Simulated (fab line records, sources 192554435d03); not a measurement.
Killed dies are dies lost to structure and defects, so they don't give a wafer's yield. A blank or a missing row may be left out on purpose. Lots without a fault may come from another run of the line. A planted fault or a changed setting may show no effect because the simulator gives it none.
Chamber matching | flow n5_finfet | N5_FIN_SAQP_FIN_ETCH_36 on rie_si-02: 4 sister chambers
The step etches the open film in HBr/Cl2/O2, target depth 120 nm, time 50.4 s. 4 wafers are shown with their chamber, then 8 later ones without.

WAFERS WITH THEIR CHAMBER
wafer  | chamber | drypump_motor_current_A (A)
L084.2 | 1       | 6.3
L084.5 | 2       | 6.0
L089.6 | 0       | 6.4
L090.4 | 3       | 5.9

WAFERS WITHOUT THEIR CHAMBER
wafer  | drypump_motor_current_A (A)
L090.5 | 6.4
L090.6 | 5.9
L092.2 | 6.3
L092.4 | 6.0
L092.5 | 6.4
L093.1 | 6.3
L093.5 | 6.2
L093.6 | 6.0

WHICH CHAMBER EACH WENT THROUGH
wafer  | from the rows above | in truth
L090.5 | 0                   | 0
L090.6 | 3                   | 3
L092.2 | 1                   | 1
L092.4 | 2                   | 2
L092.5 | 0                   | 0
L093.1 | 1                   | 1
L093.5 | 1                   | 1
L093.6 | 2                   | 2
Placed correctly: 8 of 8. Can't be placed from these rows: 0. Placed wrongly: 0.
How it was worked out, from the rows above alone: a wafer's distance from a chamber is the root of the sum, over the readings, of the square of ((its reading less the chamber's mean) divided by the reading's scatter). The wafer belongs to the nearest chamber; if the next one is less than 2 further off, it can't be placed. A chamber's mean is the mean of its shown wafers. The scatter: with one shown wafer a chamber, the root of the mean of the squares of how far each hidden wafer lies from its nearest shown one.
